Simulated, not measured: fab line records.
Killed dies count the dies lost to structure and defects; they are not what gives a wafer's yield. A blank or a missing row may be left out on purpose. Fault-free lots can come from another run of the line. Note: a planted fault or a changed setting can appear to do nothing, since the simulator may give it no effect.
Matching of chambers | flow n5Finfet | 4 sister chambers for N5_BEOL_M5_STRIP_19 on rieDiel-02
The step strips in O2. 18 wafers are shown with their chamber, then 9 later ones without.

## WAFERS, EACH WITH ITS CHAMBER
wafer  | chamber | showerheadPlenumPTorr (Torr) | oesProductAu (a.u.) | throttleValvePct (%)
L075.1 | 2       | 2.00                         | 0.73                | 16.60
L075.2 | 0       | 2.15                         | 0.71                | 16.79
L075.5 | 2       | 2.00                         | 0.73                | 16.60
L079.2 | 1       | 2.23                         | 0.93                | 16.43
L079.4 | 0       | 2.15                         | 0.70                | 16.81
L079.6 | 3       | 2.16                         | 0.69                | 16.80
L082.1 | 1       | 2.23                         | 0.92                | 16.42
L082.3 | 2       | 1.99                         | 0.72                | 16.62
L082.5 | 0       | 2.15                         | 0.70                | 16.83
L088.2 | 1       | 2.23                         | 0.90                | 16.44
L088.4 | 0       | 2.15                         | 0.68                | 16.84
L088.5 | 1       | 2.23                         | 0.90                | 16.45
L087.1 | 3       | 2.15                         | 0.69                | 16.85
L087.2 | 2       | 1.99                         | 0.72                | 16.64
L087.5 | 3       | 2.15                         | 0.69                | 16.86
L093.3 | 3       | 2.15                         | 0.68                | 16.86
L093.5 | 3       | 2.15                         | 0.68                | 16.88
L093.6 | 1       | 2.22                         | 0.90                | 16.46

SIGNATURES, as means of the wafers listed above
reading               | chamber 0 | chamber 1 | chamber 2 | chamber 3 | scatter within a chamber
showerheadPlenumPTorr | 2.1500    | 2.2280    | 1.9950    | 2.1520    | 0.00431
oesProductAu          | 0.6975    | 0.9100    | 0.7250    | 0.6860    | 0.0103
throttleValvePct      | 16.8175   | 16.4400   | 16.6150   | 16.8500   | 0.0226
Rule: distance of a wafer from a chamber = root of the sum over the readings of ((wafer's reading minus chamber's mean) / reading's scatter) squared. The wafer belongs to the nearest chamber; if the next one is less than 2 further off, it can't be placed. How the scatter is found: for the shown wafers, subtract from each reading the mean of its chamber, square and add these, divide the total by (wafers less chambers), then take the root.

## WAFERS WITH NO CHAMBER GIVEN
wafer  | showerheadPlenumPTorr (Torr) | oesProductAu (a.u.) | throttleValvePct (%)
L094.1 | 2.15                         | 0.68                | 16.86
L094.2 | 1.99                         | 0.71                | 16.65
L094.6 | 2.15                         | 0.68                | 16.86
L095.2 | 1.99                         | 0.70                | 16.65
L095.3 | 2.14                         | 1.00                | 16.38
L095.5 | 2.14                         | 1.00                | 16.38
L096.1 | 1.98                         | 0.70                | 16.66
L096.2 | 2.22                         | 0.88                | 16.47
L096.4 | 2.22                         | 0.88                | 16.47

## THE CHAMBER EACH PASSED THROUGH
wafer  | from the rows above     | in truth
L094.1 | can't be placed: 3 or 0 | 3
L094.2 | 2                       | 2
L094.6 | can't be placed: 3 or 0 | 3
L095.2 | 2                       | 2
L095.3 | 1                       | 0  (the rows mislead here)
L095.5 | 1                       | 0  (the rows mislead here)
L096.1 | 2                       | 2
L096.2 | 1                       | 1
L096.4 | 1                       | 1
Correctly placed: 5 of 9. Unplaceable from these rows: 2, with the true chamber sitting among the candidates in 2. Wrongly placed: 2.
